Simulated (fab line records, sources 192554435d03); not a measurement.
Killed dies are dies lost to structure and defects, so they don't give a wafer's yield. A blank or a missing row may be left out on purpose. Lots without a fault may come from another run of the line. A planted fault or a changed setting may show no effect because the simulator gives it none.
Chamber matching | flow n5_finfet | N5_BEOL_M7_ETCH_61 on rie_diel-03: 4 sister chambers
The step etches SiARC in CF4, target depth 45.5 nm, time 75.8 s. 4 wafers are shown with their chamber, then 8 later ones without.

WAFERS WITH THEIR CHAMBER
wafer  | chamber | drypump_motor_current_A (A)
L085.3 | 1       | 6.0
L087.2 | 3       | 6.6
L087.3 | 2       | 5.8
L086.3 | 0       | 4.9

WAFERS WITHOUT THEIR CHAMBER
wafer  | drypump_motor_current_A (A)
L086.4 | 6.6
L086.6 | 4.9
L088.1 | 5.8
L088.4 | 4.9
L088.6 | 6.7
L090.3 | 6.0
L090.4 | 4.9
L090.6 | 6.1

WHICH CHAMBER EACH WENT THROUGH
wafer  | from the rows above | in truth
L086.4 | 3                   | 3
L086.6 | 0                   | 0
L088.1 | 2                   | 2
L088.4 | 0                   | 0
L088.6 | 3                   | 3
L090.3 | 1                   | 1
L090.4 | 0                   | 0
L090.6 | 1                   | 1
Placed correctly: 8 of 8. Can't be placed from these rows: 0. Placed wrongly: 0.
How it was worked out, from the rows above alone: a wafer's distance from a chamber is the root of the sum, over the readings, of the square of ((its reading less the chamber's mean) divided by the reading's scatter). The wafer belongs to the nearest chamber; if the next one is less than 2 further off, it can't be placed. A chamber's mean is the mean of its shown wafers. The scatter: with one shown wafer a chamber, the root of the mean of the squares of how far each hidden wafer lies from its nearest shown one.
